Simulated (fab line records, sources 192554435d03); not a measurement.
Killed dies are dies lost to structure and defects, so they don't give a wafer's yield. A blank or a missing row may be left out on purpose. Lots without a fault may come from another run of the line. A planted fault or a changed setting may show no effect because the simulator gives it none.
Problem report in the 8D (eight disciplines) form, filled by code | flow n5_finfet | the parts of the form that need people (team, actions taken, sign-off) are left out

1. THE PROBLEM
cd_nm at N5_WELL_APT_CD_MEAS_25 reads a mean of 175.6 nm on 5 wafers of 3 lots; wafers without a fault read 199.7 nm with a standard deviation of 2.1. That is -11 standard deviations from the usual mean.
The step: target cd 200 nm.
First seen on wafer L267.1, day 3 16:01, on cd_sem-02. The record holds 31 wafers of 11 lots with a number at this step. Rule for "out", or "out of limits": more than 4 standard deviations from the usual mean. The other wafers with a number count as sound.

2. WHAT IT IS AND WHAT IT IS NOT
question                    | is                                     | is not
which readings at this step | cd_nm                                  | -
which lots                  | L267, L268, L270                       | L259, L260, L262, L275, L276, L279, L281, L282
which wafers of those lots  | L267.1, L267.3, L268.1, L268.3, L270.1 | L267.5, L270.2
read on which gauges        | cd_sem-01, cd_sem-02, cd_sem-03        | -
when                        | from day 3 16:01                       | up to then (10 sound wafers); but 16 sound wafers of L270, L275, L276, L279, L281, L282 came after

3. SUSPECTS, AND WHAT RULES EACH OUT
Counting: a tool at a process step up to the reading stays a suspect if it ran every lot that is out. Sound lots after the first of them don't rule it out here, since some wafers of a struck lot are sound.
- the gauge at N5_WELL_APT_CD_MEAS_25: ruled out. The wafers that are out were read on 3 gauges (cd_sem-01, cd_sem-02, cd_sem-03).
- krf_scanner-01 at N5_WELL_APT_EXPOSE_22 (exposes mask PWELL, defocus 0 nm, target cd 200 nm): kept. It ran every lot that is out, first L267 (day 3 15:50); its last sound lot up to then is L260 (day 1 20:40).
Left after counting: krf_scanner-01 at N5_WELL_APT_EXPOSE_22.

4. THE CAUSE (what the simulator had put in)
Process parameter drift: krf_scanner-01, from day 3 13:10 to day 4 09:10, at N5_WELL_APT_EXPOSE_22. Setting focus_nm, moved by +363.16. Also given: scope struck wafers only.
Counting left only this tool.

5. THE CHAIN OF EFFECTS, in route order
Each row: a reading whose mean over the struck wafers that have a number lies more than 3 standard deviations from the usual. Only readings for which the record gives a usual standard deviation are gone through. hours: the time from each lot's start at the first step in this table that gives one to its start at this step, as a median over the lots. sigmas: the change in usual standard deviations.
hours | step                    | reading             | usual    | on struck wafers | change | sigmas
0     | N5_WELL_APT_CD_MEAS_25  | cd_nm               | 199.7 nm | 175.6            | -24.1  | -11
264   | N5_PASSIVATION_PROBE_49 | killed_at_front_end | 43       | 93               | +50    | +3.8
264   | N5_PASSIVATION_PROBE_49 | sort_bin_5_function | 5.3 %    | 9.7              | +4.4   | +4.4
The process steps in it:
- N5_PASSIVATION_PROBE_49
Later measuring or inspecting steps at which every struck wafer that the step has a row for has a number for every such reading, and none has moved that far: N5_WELL_APT_OVL_MEAS_26, N5_PMOS_HMC_CHANNEL_EPI_OVL_MEAS_10, N5_BEOL_M4_RC_MEAS_101.

6. WHAT WOULD HAVE CAUGHT IT SOONER
In this record the first reading out of limits at a measuring or inspecting step was taken at day 3 16:01, 3 hours after the fault began at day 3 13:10.
Of the lots that are out (3), L268, L270 began N5_WELL_APT_EXPOSE_22 on krf_scanner-01 after day 3 16:01. A hold on the tool at that time would have spared those 2.
